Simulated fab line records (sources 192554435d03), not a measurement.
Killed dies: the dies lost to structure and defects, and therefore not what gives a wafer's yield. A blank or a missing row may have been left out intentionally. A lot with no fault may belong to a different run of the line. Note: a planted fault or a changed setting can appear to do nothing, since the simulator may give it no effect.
Chamber matching :: flow n5Finfet :: rieDiel-05 running N5_BEOL_M13_VIA_ETCH_16: 4 sister chambers
The step etches SiOC in C4F8/O2/Ar, target depth 921.7 nm. 8 wafers are shown with their chamber, then 7 later ones without.

## EACH WAFER AND ITS CHAMBER
wafer: L076.1
chamber: 0
showerheadPlenumPTorr (Torr): 3.28
drypumpMotorCurrentA (A): 5.2

wafer: L082.1
chamber: 0
showerheadPlenumPTorr (Torr): 3.28
drypumpMotorCurrentA (A): 5.1

wafer: L082.5
chamber: 2
showerheadPlenumPTorr (Torr): 3.42
drypumpMotorCurrentA (A): 5.9

wafer: L082.6
chamber: 3
showerheadPlenumPTorr (Torr): 3.54
drypumpMotorCurrentA (A): 5.7

wafer: L083.4
chamber: 1
showerheadPlenumPTorr (Torr): 3.40
drypumpMotorCurrentA (A): 5.8

wafer: L083.6
chamber: 2
showerheadPlenumPTorr (Torr): 3.42
drypumpMotorCurrentA (A): 5.8

wafer: L088.1
chamber: 3
showerheadPlenumPTorr (Torr): 3.54
drypumpMotorCurrentA (A): 5.7

wafer: L088.3
chamber: 1
showerheadPlenumPTorr (Torr): 3.39
drypumpMotorCurrentA (A): 5.8

## WAFERS WITH NO CHAMBER GIVEN
wafer: L088.5
showerheadPlenumPTorr (Torr): 3.39
drypumpMotorCurrentA (A): 5.8

wafer: L089.1
showerheadPlenumPTorr (Torr): 3.54
drypumpMotorCurrentA (A): 5.7

wafer: L089.2
showerheadPlenumPTorr (Torr): 3.41
drypumpMotorCurrentA (A): 5.8

wafer: L089.6
showerheadPlenumPTorr (Torr): 3.27
drypumpMotorCurrentA (A): 5.2

wafer: L095.3
showerheadPlenumPTorr (Torr): 3.39
drypumpMotorCurrentA (A): 5.8

wafer: L095.4
showerheadPlenumPTorr (Torr): 3.41
drypumpMotorCurrentA (A): 5.9

wafer: L095.6
showerheadPlenumPTorr (Torr): 3.41
drypumpMotorCurrentA (A): 5.8

## THE CHAMBER EACH PASSED THROUGH
wafer: L088.5
from the rows above: 1
in truth: 1

wafer: L089.1
from the rows above: 3
in truth: 3

wafer: L089.2
from the rows above: can't be placed: 2 or 1
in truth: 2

wafer: L089.6
from the rows above: 0
in truth: 0

wafer: L095.3
from the rows above: 1
in truth: 1

wafer: L095.4
from the rows above: can't be placed: 2 or 1
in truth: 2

wafer: L095.6
from the rows above: can't be placed: 2 or 1
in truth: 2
Placed correctly: 4 of 7. Cannot be placed on the basis of these rows: 3; the candidates contain the true chamber in 3. Placed wrongly: 0.
How it was worked out, from the rows above alone: a wafer's distance from a chamber is the root of the sum, over the readings, of the square of ((its reading less the chamber's mean) divided by the reading's scatter). If the next closest chamber is less than 2 further off than the closest, the wafer can't be placed; otherwise it belongs to the closest. Each chamber's mean is taken over the wafers shown for it. How the scatter is found: for the shown wafers, subtract from each reading the mean of its chamber, square and add these, divide the total by (wafers less chambers), then take the root.
